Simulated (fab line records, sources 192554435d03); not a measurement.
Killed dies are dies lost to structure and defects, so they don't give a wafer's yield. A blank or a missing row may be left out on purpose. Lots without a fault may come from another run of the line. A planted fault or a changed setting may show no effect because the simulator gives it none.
fab line records | flow n5_finfet
record lots=5 wafers=15 last_day=16
route steps=1938 shown BEOL_M2@892
lots that met no fault: from a run of the same line without faults
start_h: hours from the record's first day to the start of the lot's first wafer shown | wait_h: hours since the lot's step before | " the same as in the row above | L1.1+2: a row that stands for several wafers | - no value, or no start given | * or withheld: withheld | < > ~ a bound
route shown NAME@n: a module of which the file shows steps, and the number in the route of the first | usual: mean/standard deviation of fault-free wafers | same: alike in all rows | chamber/n: place in a boat | sites: the reading at each site | _std_site: their standard deviation | _edge_site: outer sites' mean less inner sites' | radius_mm: how far each site lies from the wafer's centre | mask NAME#n: copy n | behind: the tool/chamber that last shaped the wafer | hold: why the lot was held/for how many hours/how that ended | device: the transistor (n, p or np) that didn't switch | end of line: the same wafers' tests at the end of the route | a step without rows: its recipe alone | killed: dies lost to structure and defects at the first sort, not the wafer's yield | map: a wafer's dies, x killed, . not, _ none there
set.NAME: the setting as run; set.NAME@STEP: as run at that earlier step | model.NAME: the simulator's own value behind a step, which no gauge read
lots at some steps of the route; a table a step, a row a wafer
services: from which hour (start_h, from the record's first day; less than 0 if before it) a tool's chamber was out of use, for how many hours, and why
## steps
# step N5_BEOL_M2_STRIP_97
# recipe chemistry=N2/H2 time_s=10 power_w=450 temp_c=40 pressure_mtorr=20 rf_frequency_hz=6e+07 bias_power_w=7 n2_flow_sccm=200 h2_flow_sccm=200
# usual drypump_motor_current_A=5.6/0.31 oes_product_au=0.77/0.065 rf_vpp_V=59.1/0.8 showerhead_plenum_p_Torr=2.53/0.075 throttle_valve_pct=23.8/0.3
# columns lot.wafer tool chamber start_h wait_h drypump_motor_current_A oes_product_au rf_hours_counter_h rf_vpp_V showerhead_plenum_p_Torr throttle_valve_pct
L078.1 rie_diel-01 1 - - 5.7 0.92 23 57.9 2.58 23.2
L078.3 " 2 " " 5.7 0.81 94 59.0 2.56 24.0
L078.5 " 3 " " 5.7 0.75 - 59.3 2.52 23.7
L082.2 rie_diel-06 0 - - 5.2 0.71 208 58.6 2.61 23.8
L082.3 " 2 " " 5.1 0.69 206 59.0 2.62 23.6
L082.6 " 0 " " 5.2 0.71 - 59.1 2.61 23.8
L085.1 rie_diel-01 1 - - 5.8 0.89 39 60.8 2.57 23.2
L085.3 " 3 " " 5.7 0.74 198 58.2 2.51 23.7
L085.4 " 0 " " 5.7 0.82 83 59.1 2.57 23.7
L087.1 rie_diel-06 0 - - 5.2 0.69 223 59.4 2.61 23.8
L087.4 " 0 " " 5.2 0.69 - 57.8 2.60 23.8
L087.5 " 1 " " 5.2 0.96 - 59.7 2.49 23.5
L090.1 rie_diel-02 3 - - 5.1 0.73 203 60.0 2.64 24.4
L090.2 " 0 " " 6.2 0.75 177 58.0 2.42 23.5
L090.5 " 2 " " 5.3 0.70 - 59.3 2.39 24.1
# step N5_BEOL_M2_OCD_MEAS_38
# usual trench_depth_nm=55.2/0.88
# columns lot.wafer tool chamber start_h wait_h trench_depth_nm
L078.1 ocd-01 - 164.36 - 56.2
L078.3 " - " " 55.8
L078.5 " - " " 56.6
L082.2 ocd-01 - 191.15 - 53.1
L082.3 " - " " 55.1
L082.6 " - " " 53.3
L085.1 ocd-02 - 216.34 - 56.1
L085.3 " - " " 57.4
L085.4 " - " " 54.8
L087.1 ocd-01 - 223.07 - 53.8
L087.4 " - " " 53.3
L087.5 " - " " 56.8
L090.1 ocd-02 - 239.84 - 56.3
L090.2 " - " " 55.3
L090.5 " - " " 55.4
# step N5_BEOL_M2_HM_STRIP_39
# recipe chemistry=peroxide_tin_strip material=TiN target_depth_a=250 temp_c=50 time_s=158
# columns lot.wafer tool chamber start_h wait_h
L078.1+3+5 wet_bench-04 0,1,4 164.39 0.0
L082.2+3+6 wet_bench-04 7,6,2 191.19 0.0
L085.1+3+4 wet_bench-04 1,3,7 216.37 0.0
L087.1+4+5 wet_bench-06 5,7,4 223.11 0.0
L090.1+2+5 wet_bench-06 4,1,7 239.88 0.0
# step N5_BEOL_M2_SRD_40
# recipe time_s=30 temp_c=23 rinse_liquid=diw dry=ipa_marangoni
# columns lot.wafer tool chamber start_h wait_h
L078.1+3+5 wet_bench-04 0,1,4 164.44 0.0
L082.2+3+6 wet_bench-04 7,6,2 191.23 0.0
L085.1+3+4 wet_bench-04 1,3,7 216.42 0.0
L087.1+4+5 wet_bench-06 5,7,4 223.16 0.0
L090.1+2+5 wet_bench-06 4,1,7 239.93 0.0
# step N5_BEOL_M2_PRECLEAN_42
# recipe chemistry=residue_remover time_s=60 temp_c=40
# columns lot.wafer tool chamber start_h wait_h
L078.1+3+5 wet_bench-04 0,1,4 164.46 0.0
L082.2+3+6 wet_bench-04 7,6,2 191.25 0.0
L085.1+3+4 wet_bench-04 1,3,7 216.44 0.0
L087.1+4+5 wet_bench-06 5,7,4 223.18 0.0
L090.1+2+5 wet_bench-06 4,1,7 239.94 0.0
# step N5_BEOL_M2_SRD_43
# recipe time_s=30 temp_c=23 rinse_liquid=diw dry=ipa_marangoni
# columns lot.wafer tool chamber start_h wait_h
L078.1+3+5 wet_bench-04 0,1,4 164.47 0.0
L082.2+3+6 wet_bench-04 7,6,2 191.27 0.0
L085.1+3+4 wet_bench-04 1,3,7 216.46 0.0
L087.1+4+5 wet_bench-06 5,7,4 223.19 0.0
L090.1+2+5 wet_bench-06 4,1,7 239.96 0.0
# step N5_BEOL_M2_CD_MEAS_35
# recipe target_cd_nm=18 target_cd_y_nm=22.2 polarity=opening
# usual cd_nm=17.96/0.29
# columns lot.wafer tool chamber start_h wait_h cd_nm
L078.1 cd_sem-03 - 164.51 0.0 18.48
L078.3 " - " " 17.51
L078.5 " - " " 17.81
L082.2 cd_sem-03 - 191.31 0.0 17.71
L082.3 " - " " 17.87
L082.6 " - " " 18.49
L085.1 cd_sem-02 - 216.50 0.0 18.01
L085.3 " - " " 17.73
L085.4 " - " " 18.13
L087.1 cd_sem-01 - 223.24 0.0 17.84
L087.4 " - " " 17.69
L087.5 " - " " 18.29
L090.1 cd_sem-03 - 240.00 0.0 17.91
L090.2 " - " " 17.71
L090.5 " - " " 18.16
# step N5_BEOL_M2_DEGAS_44
# recipe ambient=vacuum temp_c=250 time_s=60
# usual heater_power_w=328/33
# columns lot.wafer tool chamber start_h wait_h heater_power_w
L078.1 pvd_sputter-03 - 164.69 0.2 318
L078.3 " - " " 312
L078.5 " - " " 317
L082.2 pvd_sputter-02 - 191.58 0.3 336
L082.3 " - " " 297
L082.6 " - " " 329
L085.1 pvd_sputter-03 - 216.85 0.4 305
L085.3 " - " " 292
L085.4 " - " " 329
L087.1 pvd_sputter-02 - 223.61 0.4 306
L087.4 " - " " 289
L087.5 " - " " 390
L090.1 pvd_sputter-03 - 240.47 0.5 322
L090.2 " - " " 326
L090.5 " - " " 295
# step N5_BEOL_M2_PRE_CLEAN_45
# recipe gas=H2/He time_s=30 temp_c=250
# usual heater_power_w=329/34
# columns lot.wafer tool chamber start_h wait_h heater_power_w
L078.1 pvd_sputter-03 - 164.73 0.0 326
L078.3 " - " " 320
L078.5 " - " " 319
L082.2 pvd_sputter-02 - 191.62 0.0 327
L082.3 " - " " 288
L082.6 " - " " 331
L085.1 pvd_sputter-03 - 216.89 0.0 304
L085.3 " - " " 291
L085.4 " - " " 316
L087.1 pvd_sputter-02 - 223.65 0.0 310
L087.4 " - " " 298
L087.5 " - " " 385
L090.1 pvd_sputter-03 - 240.51 0.0 322
L090.2 " - " " 322
L090.5 " - " " 295
# step N5_BEOL_M2_ALD_84
# recipe material=TaN target_thk_a=* temp_c=275 ald_precursor_family=PDMAT ald_co_reactant=NH3 pressure_torr=3 carrier_flow_sccm=1500 pulse_time_s=2 purge_time_s=3 co_reactant_purge_time_s=2 co_reactant_pulse_time_s=3 ald_cycles=30 precursor_vessel_temp_c=75 precursor_vessel_pressure_torr=26.25 precursor_vessel_carrier_sccm=1000
# usual heater_power_outer_w=226/32 heater_power_w=425/48
# columns lot.wafer tool chamber start_h wait_h heater_power_outer_w heater_power_w
L078.1 ald_metal-03 1 164.79 0.0 216 417
L078.3 " 2 " " 198 399
L078.5 " 1 " " 220 422
L082.2 ald_metal-01 1 191.70 0.1 195 360
L082.3 " 2 " " 249 443
L082.6 " 1 " " 193 362
L085.1 ald_metal-04 1 217.01 0.1 221 430
L085.3 " 3 " " 206 423
L085.4 " 2 " " 308 547
L087.1 ald_metal-04 0 223.76 0.1 262 483
L087.4 " 3 " " 208 410
L087.5 " 1 " " 225 437
L090.1 ald_metal-04 2 240.57 0.0 300 527
L090.2 " 1 " " 220 437
L090.5 " 3 " " 207 411
# step N5_BEOL_M2_SURFACE_TREAT_85
# recipe gas=Ar time_s=* ion_energy_ev=* ion_current_ma_cm2=0.5 pressure_mtorr=* ar_flow_sccm=30
# usual throttle_valve_pct=*
# columns lot.wafer tool chamber start_h wait_h throttle_valve_pct
L078.1 pvd_sputter-02 - 165.04 0.2 *
L078.3 " - " " *
L078.5 " - " " *
L082.2 pvd_sputter-02 - 191.99 0.2 *
L082.3 " - " " *
L082.6 " - " " *
L085.1 pvd_sputter-02 - 217.38 0.3 *
L085.3 " - " " *
L085.4 " - " " *
L087.1 pvd_sputter-02 - 224.03 0.2 *
L087.4 " - " " *
L087.5 " - " " *
L090.1 pvd_sputter-03 - 240.80 0.1 *
L090.2 " - " " *
L090.5 " - " " *
# step N5_BEOL_M2_CVD_47
# recipe material=Co target_thk_a=30 temp_c=withheld precursor=CCTBA/H2 pressure_torr=30 time_s=223.8
# columns lot.wafer tool chamber start_h wait_h
L078.1+3+5 cvd_co-01 0,1,2 165.10 0.0
L082.2+3+6 cvd_co-02 0,2,2 192.07 0.1
L085.1+3+4 cvd_co-01 1,0,0 217.77 0.4
L087.1+4+5 cvd_co-01 0,1,2 224.32 0.3
L090.1+2+5 cvd_co-02 0,2,0 240.89 0.1
# step N5_BEOL_M2_SPUTTER_48
# recipe material=Cu target_thk_a=45 temp_c=-20 chamber_pressure_pa=0.07 power_w=withheld time_s=8.29
# usual substrate_temp_c=-20.00/0.097 throttle_valve_pct=29.6/1.2
# columns lot.wafer tool chamber start_h wait_h substrate_temp_c throttle_valve_pct
L078.1 pvd_sputter-02 - 165.32 0.2 -20.06 29.6
L078.3 " - " " -19.99 29.6
L078.5 " - " " -20.21 29.7
L082.2 pvd_sputter-02 - 192.54 0.4 -19.92 29.7
L082.3 " - " " -20.01 31.9
L082.6 " - " " -19.97 29.8
L085.1 pvd_sputter-03 - 218.77 0.9 -20.05 31.0
L085.3 " - " " -19.93 29.0
L085.4 " - " " -19.88 30.5
L087.1 pvd_sputter-01 - 224.56 0.2 -19.95 27.1
L087.4 " - " " -19.85 30.2
L087.5 " - " " -19.88 26.8
L090.1 pvd_sputter-03 - 241.09 0.1 -20.09 28.3
L090.2 " - " " -19.99 30.9
L090.5 " - " " -19.98 30.9
# step N5_BEOL_M2_ANNEAL_49
# recipe temp_c=400 time_s=240 ambient=vacuum
# usual heater_power_w=829/88
# columns lot.wafer tool chamber start_h wait_h heater_power_w
L078.1 pvd_sputter-02 - 165.40 0.0 986
L078.3 " - " " 810
L078.5 " - " " 980
L082.2 pvd_sputter-02 - 192.62 0.0 830
L082.3 " - " " 755
L082.6 " - " " 804
L085.1 pvd_sputter-03 - 218.85 0.0 787
L085.3 " - " " 731
L085.4 " - " " 714
L087.1 pvd_sputter-01 - 224.64 0.0 952
L087.4 " - " " 938
L087.5 " - " " 937
L090.1 pvd_sputter-03 - 241.17 0.0 783
L090.2 " - " " 800
L090.5 " - " " 813
# step N5_BEOL_M2_SPUTTER_79
# recipe material=Cu target_thk_a=45 temp_c=-20 chamber_pressure_pa=0.07 power_w=withheld time_s=8.29
# usual substrate_temp_c=-20.02/0.12 throttle_valve_pct=29.6/1.2
# columns lot.wafer tool chamber start_h wait_h substrate_temp_c throttle_valve_pct
L078.1 pvd_sputter-02 - 165.54 0.1 -20.05 29.7
L078.3 " - " " -19.97 29.7
L078.5 " - " " -20.28 29.7
L082.2 pvd_sputter-02 - 192.76 0.1 -19.90 29.5
L082.3 " - " " -19.86 31.5
L082.6 " - " " -19.91 29.7
L085.1 pvd_sputter-03 - 218.99 0.1 -20.11 31.0
L085.3 " - " " -20.07 28.8
L085.4 " - " " -20.26 30.3
L087.1 pvd_sputter-01 - 224.78 0.1 -19.95 27.0
L087.4 " - " " -19.83 30.3
L087.5 " - " " -19.80 27.1
L090.1 pvd_sputter-03 - 241.31 0.1 -19.98 28.5
L090.2 " - " " -19.81 31.1
L090.5 " - " " -19.97 31.1
# step N5_BEOL_M2_ANNEAL_80
# recipe temp_c=400 time_s=240 ambient=vacuum
# usual heater_power_w=831/91
# columns lot.wafer tool chamber start_h wait_h heater_power_w
L078.1 pvd_sputter-02 - 165.62 0.0 989
L078.3 " - " " 833
L078.5 " - " " 998
L082.2 pvd_sputter-02 - 192.84 0.0 809
L082.3 " - " " 788
L082.6 " - " " 825
L085.1 pvd_sputter-03 - 219.07 0.0 807
L085.3 " - " " 747
L085.4 " - " " 733
L087.1 pvd_sputter-01 - 224.86 0.0 949
L087.4 " - " " 942
L087.5 " - " " 968
L090.1 pvd_sputter-03 - 241.39 0.0 813
L090.2 " - " " 811
L090.5 " - " " 799
# step N5_BEOL_M2_SPUTTER_81
# recipe material=Cu target_thk_a=45 temp_c=-20 chamber_pressure_pa=0.07 power_w=withheld time_s=8.29
# usual substrate_temp_c=-20.01/0.1 throttle_valve_pct=29.6/1.2
# columns lot.wafer tool chamber start_h wait_h substrate_temp_c throttle_valve_pct
L078.1 pvd_sputter-02 - 165.76 0.1 -20.13 29.6
L078.3 " - " " -19.81 29.5
L078.5 " - " " -19.90 29.5
L082.2 pvd_sputter-02 - 192.98 0.1 -20.02 29.8
L082.3 " - " " -19.84 31.7
L082.6 " - " " -19.77 29.7
L085.1 pvd_sputter-03 - 219.21 0.1 -20.14 31.0
L085.3 " - " " -20.05 29.4
L085.4 " - " " -19.94 30.1
L087.1 pvd_sputter-01 - 225.00 0.1 -20.00 26.9
L087.4 " - " " -19.89 30.2
L087.5 " - " " -20.10 27.1
L090.1 pvd_sputter-03 - 241.53 0.1 -19.86 28.4
L090.2 " - " " -19.94 31.1
L090.5 " - " " -20.08 30.9
# step N5_BEOL_M2_ANNEAL_82
# recipe temp_c=400 time_s=240 ambient=vacuum
# usual heater_power_w=828/87
# columns lot.wafer tool chamber start_h wait_h heater_power_w
L078.1 pvd_sputter-02 - 165.84 0.0 985
L078.3 " - " " 826
L078.5 " - " " 965
L082.2 pvd_sputter-02 - 193.06 0.0 820
L082.3 " - " " 764
L082.6 " - " " 806
L085.1 pvd_sputter-03 - 219.29 0.0 809
L085.3 " - " " 735
L085.4 " - " " 723
L087.1 pvd_sputter-01 - 225.08 0.0 941
L087.4 " - " " 920
L087.5 " - " " 945
L090.1 pvd_sputter-03 - 241.61 0.0 825
L090.2 " - " " 789
L090.5 " - " " 805
# step N5_BEOL_M2_SPUTTER_86
# recipe material=Cu target_thk_a=45 temp_c=-20 chamber_pressure_pa=0.07 power_w=withheld time_s=8.29
# usual substrate_temp_c=-20.00/0.11 throttle_valve_pct=29.6/1.2
# columns lot.wafer tool chamber start_h wait_h substrate_temp_c throttle_valve_pct
L078.1 pvd_sputter-02 - 165.98 0.1 -19.94 29.8
L078.3 " - " " -20.01 29.6
L078.5 " - " " -19.88 29.4
L082.2 pvd_sputter-02 - 193.20 0.1 -19.91 29.6
L082.3 " - " " -19.92 31.6
L082.6 " - " " -19.93 29.5
L085.1 pvd_sputter-03 - 219.43 0.1 -20.11 31.3
L085.3 " - " " -19.85 28.9
L085.4 " - " " -20.06 30.2
L087.1 pvd_sputter-01 - 225.22 0.1 -20.20 27.0
L087.4 " - " " -19.97 29.9
L087.5 " - " " -20.11 27.1
L090.1 pvd_sputter-03 - 241.75 0.1 -20.12 28.3
L090.2 " - " " -20.06 31.1
L090.5 " - " " -20.01 31.0
# step N5_BEOL_M2_ANNEAL_87
# recipe temp_c=400 time_s=240 ambient=vacuum
# usual heater_power_w=829/87
# columns lot.wafer tool chamber start_h wait_h heater_power_w
L078.1 pvd_sputter-02 - 166.06 0.0 974
L078.3 " - " " 813
L078.5 " - " " 985
L082.2 pvd_sputter-02 - 193.28 0.0 811
L082.3 " - " " 765
L082.6 " - " " 832
L085.1 pvd_sputter-03 - 219.51 0.0 777
L085.3 " - " " 745
L085.4 " - " " 714
L087.1 pvd_sputter-01 - 225.30 0.0 935
L087.4 " - " " 944
L087.5 " - " " 931
L090.1 pvd_sputter-03 - 241.83 0.0 802
L090.2 " - " " 784
L090.5 " - " " 799
# step N5_BEOL_M2_SPUTTER_88
# recipe material=Cu target_thk_a=45 temp_c=-20 chamber_pressure_pa=0.07 power_w=withheld time_s=8.29
# usual substrate_temp_c=-20.02/0.11 throttle_valve_pct=29.6/1.2
# columns lot.wafer tool chamber start_h wait_h substrate_temp_c throttle_valve_pct
L078.1 pvd_sputter-02 - 166.20 0.1 -19.85 29.7
L078.3 " - " " -20.02 29.4
L078.5 " - " " -19.99 29.6
L082.2 pvd_sputter-02 - 193.42 0.1 -20.03 29.5
L082.3 " - " " -20.16 32.0
L082.6 " - " " -20.08 30.0
L085.1 pvd_sputter-03 - 219.65 0.1 -20.03 31.0
L085.3 " - " " -19.98 29.1
L085.4 " - " " -20.12 30.2
L087.1 pvd_sputter-01 - 225.44 0.1 -20.03 27.1
L087.4 " - " " -19.86 30.1
L087.5 " - " " -20.19 27.0
L090.1 pvd_sputter-03 - 241.97 0.1 -20.04 28.4
L090.2 " - " " -20.06 30.9
L090.5 " - " " -19.99 31.1
# step N5_BEOL_M2_ANNEAL_89
# recipe temp_c=400 time_s=240 ambient=vacuum
# usual heater_power_w=830/88
# columns lot.wafer tool chamber start_h wait_h heater_power_w
L078.1 pvd_sputter-02 - 166.28 0.0 983
L078.3 " - " " 801
L078.5 " - " " 984
L082.2 pvd_sputter-02 - 193.50 0.0 826
L082.3 " - " " 745
L082.6 " - " " 827
L085.1 pvd_sputter-03 - 219.73 0.0 808
L085.3 " - " " 750
L085.4 " - " " 713
L087.1 pvd_sputter-01 - 225.52 0.0 938
L087.4 " - " " 967
L087.5 " - " " 939
L090.1 pvd_sputter-03 - 242.05 0.0 797
L090.2 " - " " 780
L090.5 " - " " 798
# step N5_BEOL_M2_SPUTTER_90
# recipe material=Cu target_thk_a=45 temp_c=-20 chamber_pressure_pa=0.07 power_w=withheld time_s=8.29
# usual substrate_temp_c=-20.00/0.11 throttle_valve_pct=29.6/1.2
# columns lot.wafer tool chamber start_h wait_h substrate_temp_c throttle_valve_pct
L078.1 pvd_sputter-02 - 166.42 0.1 -19.94 29.8
L078.3 " - " " -20.02 29.6
L078.5 " - " " -19.95 29.7
L082.2 pvd_sputter-02 - 193.64 0.1 -20.02 29.6
L082.3 " - " " -19.91 31.6
L082.6 " - " " -20.14 29.9
L085.1 pvd_sputter-03 - 219.87 0.1 -20.04 30.7
L085.3 " - " " -19.78 29.2
L085.4 " - " " -19.91 30.1
L087.1 pvd_sputter-01 - 225.66 0.1 -19.90 26.8
L087.4 " - " " -20.01 30.4
L087.5 " - " " -20.04 27.0
L090.1 pvd_sputter-03 - 242.19 0.1 -20.11 28.4
L090.2 " - " " -20.06 30.9
L090.5 " - " " -20.14 30.8
# step N5_BEOL_M2_ANNEAL_91
# recipe temp_c=400 time_s=240 ambient=vacuum
# usual heater_power_w=830/88
# columns lot.wafer tool chamber start_h wait_h heater_power_w
L078.1 pvd_sputter-02 - 166.50 0.0 969
L078.3 " - " " 829
L078.5 " - " " 982
L082.2 pvd_sputter-02 - 193.72 0.0 799
L082.3 " - " " 755
L082.6 " - " " 830
L085.1 pvd_sputter-03 - 219.95 0.0 761
L085.3 " - " " 755
L085.4 " - " " 724
L087.1 pvd_sputter-01 - 225.74 0.0 933
L087.4 " - " " 945
L087.5 " - " " 921
L090.1 pvd_sputter-03 - 242.27 0.0 817
L090.2 " - " " 764
L090.5 " - " " 786
# step N5_BEOL_M2_SPUTTER_92
# recipe material=Cu target_thk_a=45 temp_c=-20 chamber_pressure_pa=0.07 power_w=withheld time_s=8.29
# usual substrate_temp_c=-19.99/0.11 throttle_valve_pct=29.6/1.2
# columns lot.wafer tool chamber start_h wait_h substrate_temp_c throttle_valve_pct
L078.1 pvd_sputter-02 - 166.64 0.1 -20.05 29.6
L078.3 " - " " -19.75 29.7
L078.5 " - " " -19.78 29.6
L082.2 pvd_sputter-02 - 193.86 0.1 -20.05 29.6
L082.3 " - " " -19.98 31.5
L082.6 " - " " -19.97 29.5
L085.1 pvd_sputter-03 - 220.09 0.1 -19.97 31.0
L085.3 " - " " -19.91 29.1
L085.4 " - " " -19.97 30.2
L087.1 pvd_sputter-01 - 225.88 0.1 -19.91 26.9
L087.4 " - " " -20.01 30.3
L087.5 " - " " -20.13 27.1
L090.1 pvd_sputter-03 - 242.41 0.1 -20.18 28.6
L090.2 " - " " -20.08 31.1
L090.5 " - " " -20.02 31.0
# step N5_BEOL_M2_ANNEAL_93
# recipe temp_c=400 time_s=240 ambient=vacuum
# usual heater_power_w=825/88
# columns lot.wafer tool chamber start_h wait_h heater_power_w
L078.1 pvd_sputter-02 - 166.72 0.0 958
L078.3 " - " " 806
L078.5 " - " " 970
L082.2 pvd_sputter-02 - 193.94 0.0 819
L082.3 " - " " 761
L082.6 " - " " 811
L085.1 pvd_sputter-03 - 220.17 0.0 802
L085.3 " - " " 765
L085.4 " - " " 742
L087.1 pvd_sputter-01 - 225.96 0.0 907
L087.4 " - " " 941
L087.5 " - " " 916
L090.1 pvd_sputter-03 - 242.49 0.0 814
L090.2 " - " " 803
L090.5 " - " " 816
# step N5_BEOL_M2_SPUTTER_94
# recipe material=Cu target_thk_a=45 temp_c=-20 chamber_pressure_pa=0.07 power_w=withheld time_s=8.29
# usual substrate_temp_c=-20.00/0.096 throttle_valve_pct=29.6/1.2
# columns lot.wafer tool chamber start_h wait_h substrate_temp_c throttle_valve_pct
L078.1 pvd_sputter-02 - 166.86 0.1 -20.20 29.6
L078.3 " - " " -20.00 29.6
L078.5 " - " " -20.06 29.5
L082.2 pvd_sputter-02 - 194.08 0.1 -19.94 29.6
L082.3 " - " " -20.24 31.8
L082.6 " - " " -19.96 29.6
L085.1 pvd_sputter-03 - 220.31 0.1 -20.04 31.2
L085.3 " - " " -20.09 29.2
L085.4 " - " " -20.15 30.5
L087.1 pvd_sputter-01 - 226.10 0.1 -19.98 27.0
L087.4 " - " " -20.01 30.0
L087.5 " - " " -19.98 27.0
L090.1 pvd_sputter-03 - 242.63 0.1 -20.21 28.2
L090.2 " - " " -19.96 31.1
L090.5 " - " " -20.16 31.2
# step N5_BEOL_M2_ANNEAL_95
# recipe temp_c=400 time_s=240 ambient=vacuum
# usual heater_power_w=828/88
# columns lot.wafer tool chamber start_h wait_h heater_power_w
L078.1 pvd_sputter-02 - 166.94 0.0 979
L078.3 " - " " 828
L078.5 " - " " 978
L082.2 pvd_sputter-02 - 194.16 0.0 820
L082.3 " - " " 736
L082.6 " - " " 844
L085.1 pvd_sputter-03 - 220.39 0.0 797
L085.3 " - " " 742
L085.4 " - " " 737
L087.1 pvd_sputter-01 - 226.18 0.0 938
L087.4 " - " " 950
L087.5 " - " " 945
L090.1 pvd_sputter-03 - 242.71 0.0 774
L090.2 " - " " 805
L090.5 " - " " 767
# step N5_BEOL_M2_SPUTTER_96
# recipe material=Cu target_thk_a=45 temp_c=-20 chamber_pressure_pa=0.07 power_w=withheld time_s=8.29
# usual substrate_temp_c=-20.00/0.09 throttle_valve_pct=29.6/1.2
# columns lot.wafer tool chamber start_h wait_h substrate_temp_c throttle_valve_pct
L078.1 pvd_sputter-02 - 167.08 0.1 -20.00 29.6
L078.3 " - " " -19.98 29.9
L078.5 " - " " -20.00 29.5
L082.2 pvd_sputter-02 - 194.30 0.1 -19.93 29.7
L082.3 " - " " -20.17 31.6
L082.6 " - " " -19.95 29.5
L085.1 pvd_sputter-03 - 220.53 0.1 -19.97 31.2
L085.3 " - " " -19.96 29.2
L085.4 " - " " -20.07 30.0
L087.1 pvd_sputter-01 - 226.32 0.1 -20.05 27.0
L087.4 " - " " -19.93 30.3
L087.5 " - " " -20.09 27.0
L090.1 pvd_sputter-03 - 242.85 0.1 -19.99 28.4
L090.2 " - " " -19.86 31.0
L090.5 " - " " -19.97 31.3
# step N5_BEOL_M2_ECD_50
# recipe material=Cu target_thk_a=3000
# columns lot.wafer tool chamber start_h wait_h
L078.1+3+5 ecd_cu-01 0,1,1 167.20 0.1
L082.2+3+6 ecd_cu-02 0,1,0 194.42 0.1
L085.1+3+4 ecd_cu-01 1,0,1 220.65 0.1
L087.1+4+5 ecd_cu-02 0 226.43 0.1
L090.1+2+5 ecd_cu-02 1,0,0 242.96 0.1
# step N5_BEOL_M2_ANNEAL_51
# recipe temp_c=225 time_s=90 ambient=N2
# usual anneal_temp_c=225.02/0.19 wafer_temp_C_max=226.0/0.34
# columns lot.wafer tool chamber start_h wait_h anneal_temp_c wafer_temp_C_max
L078.1 rtp_anneal-01 0 167.28 0.1 225.09 226.4
L078.3 " 0 " " 225.09 226.2
L078.5 " 0 " " 225.17 226.2
L082.2 rtp_anneal-02 0 194.54 0.1 225.15 225.9
L082.3 " 0 " " 225.53 225.8
L082.6 " 0 " " 225.25 226.0
L085.1 rtp_anneal-02 0 220.73 0.1 225.08 225.8
L085.3 " 0 " " 225.04 225.5
L085.4 " 0 " " 225.02 225.6
L087.1 rtp_anneal-02 0 226.51 0.1 224.65 225.8
L087.4 " 0 " " 224.74 225.9
L087.5 " 0 " " 224.96 226.1
L090.1 rtp_anneal-01 0 243.04 0.1 224.85 226.4
L090.2 " 0 " " 225.11 226.9
L090.5 " 0 " " 224.82 226.3
# step N5_BEOL_M2_CMP_52
# recipe stop_on=SiOC t_overpolish_s=6.8 down_force_psi=1 platen_rpm=50 clearing_platen_down_force_psi=1.5 clearing_platen_rpm=50 post_cmp_clean=cu_alkaline target_thk_nm=40 clearing_platen_pad_velocity_m_s=0.99484 pad_velocity_m_s=0.99484
# usual barrier_field_endpoint_s=24.8/0.59 motor_current_A=6.3/0.7 overpolish_run_s=6.801/0.0094 time_to_endpoint_s=63.5/3
# columns lot.wafer tool chamber start_h wait_h barrier_field_endpoint_s motor_current_A overpolish_run_s time_to_endpoint_s
L078.1 cmp-02 0 167.61 0.3 25.2 7.5 6.804 62.6
L078.3 " 1 " " 25.0 6.6 6.810 66.3
L078.5 " 3 " " 25.1 5.7 6.810 63.9
L082.3 cmp-02 1 194.79 0.2 25.4 6.1 6.807 67.1
L082.2 " 2 " " 24.2 5.7 6.795 62.0
L082.6 " 2 " " 24.8 6.1 6.806 59.8
L085.3 cmp-04 3 221.03 0.2 25.4 7.7 6.800 64.9
L085.4 " 0 " " 25.2 6.4 6.796 64.4
L085.1 " 2 " " 24.0 6.8 6.777 62.1
L087.4 cmp-03 2 226.92 0.2 24.5 6.2 6.804 59.8
L087.1 " 1 " " 25.5 6.7 6.810 65.9
L087.5 " 2 " " 24.4 6.2 6.806 61.5
L090.1 cmp-04 0 243.34 0.3 24.7 6.4 6.806 60.4
L090.2 " 1 " " 24.9 6.5 6.808 64.0
L090.5 " 0 " " 25.0 6.6 6.813 61.0
# step N5_BEOL_M2_THK_MEAS_53
# recipe thk_meas_gauge=xrf reads=Cu_of_BEOL_M2_ECD_50
# usual M2_THK=40.4/1.5
# columns lot.wafer tool chamber start_h wait_h M2_THK[nm]
L078.1 film_metro-02 - 167.87 - 43.0
L078.3 " - " " 42.0
L078.5 " - " " 43.1
L082.2 film_metro-01 - 195.09 - 38.0
L082.3 " - " " 40.1
L082.6 " - " " 38.3
L085.1 film_metro-01 - 221.32 - 40.8
L085.3 " - " " 43.1
L085.4 " - " " 40.1
L087.1 film_metro-01 - 227.22 - 41.6
L087.4 " - " " 37.6
L087.5 " - " " 42.4
L090.1 film_metro-02 - 243.63 - 38.7
L090.2 " - " " 40.3
L090.5 " - " " 37.8
# step N5_BEOL_M2_PRE_CLEAN_60
# recipe gas=NH3/H2 time_s=15 temp_c=* rf_power_w=300
# usual heater_power_outer_w=15/9.8 heater_power_w=85/26
# columns lot.wafer tool chamber start_h wait_h heater_power_outer_w heater_power_w
L078.1 cvd_co-02 2 167.91 0.0 0 51
L078.3 " 0 " " 18 105
L078.5 " 0 " " 17 103
L082.2 cvd_co-02 0 195.13 0.0 18 105
L082.3 " 2 " " 0 51
L082.6 " 1 " " 13 75
L085.1 cvd_co-01 1 221.36 0.0 25 106
L085.3 " 0 " " 4 53
L085.4 " 1 " " 24 108
L087.1 cvd_co-01 2 227.39 0.2 27 116
L087.4 " 1 " " 25 108
L087.5 " 2 " " 27 111
L090.1 cvd_co-01 1 243.67 0.0 24 110
L090.2 " 0 " " 5 55
L090.5 " 2 " " 27 112
## services
# columns tool chamber start_h hours kind
wet_bench-04 - 142.64 4.4 pm
cmp-02 - 142.79 4.0 pm
rie_diel-06 1 144.17 - clean
rie_diel-06 1 144.17 - consumable_replace:focus_ring
rie_diel-06 1 144.17 14.5 scheduled_down
rie_diel-06 1 144.17 14.5 vent_cycle
cmp-02 - 146.79 - consumable_replace:conditioner
cmp-02 - 146.79 - consumable_replace:pad
ecd_cu-02 - 149.80 2.4 repair
cmp-04 - 150.54 5.1 repair
ecd_cu-02 - 159.62 5.1 pm
cvd_co-01 - 167.86 6.9 pm
rie_diel-02 2 173.19 5.9 repair
rie_diel-06 1 176.21 35.1 repair
rie_diel-02 - 182.74 0.5 repair
ald_metal-04 - 185.82 0.5 repair
rie_diel-02 2 192.53 6.0 repair
cmp-02 - 207.76 20.2 pm
cvd_co-02 - 210.13 0.5 repair
cmp-03 - 222.93 2.0 repair
cmp-04 - 223.35 3.7 repair
rie_diel-06 2 229.79 1.7 repair
ald_metal-01 - 234.61 8.7 pm
cmp-03 - 239.45 2.6 repair
## key
fault none
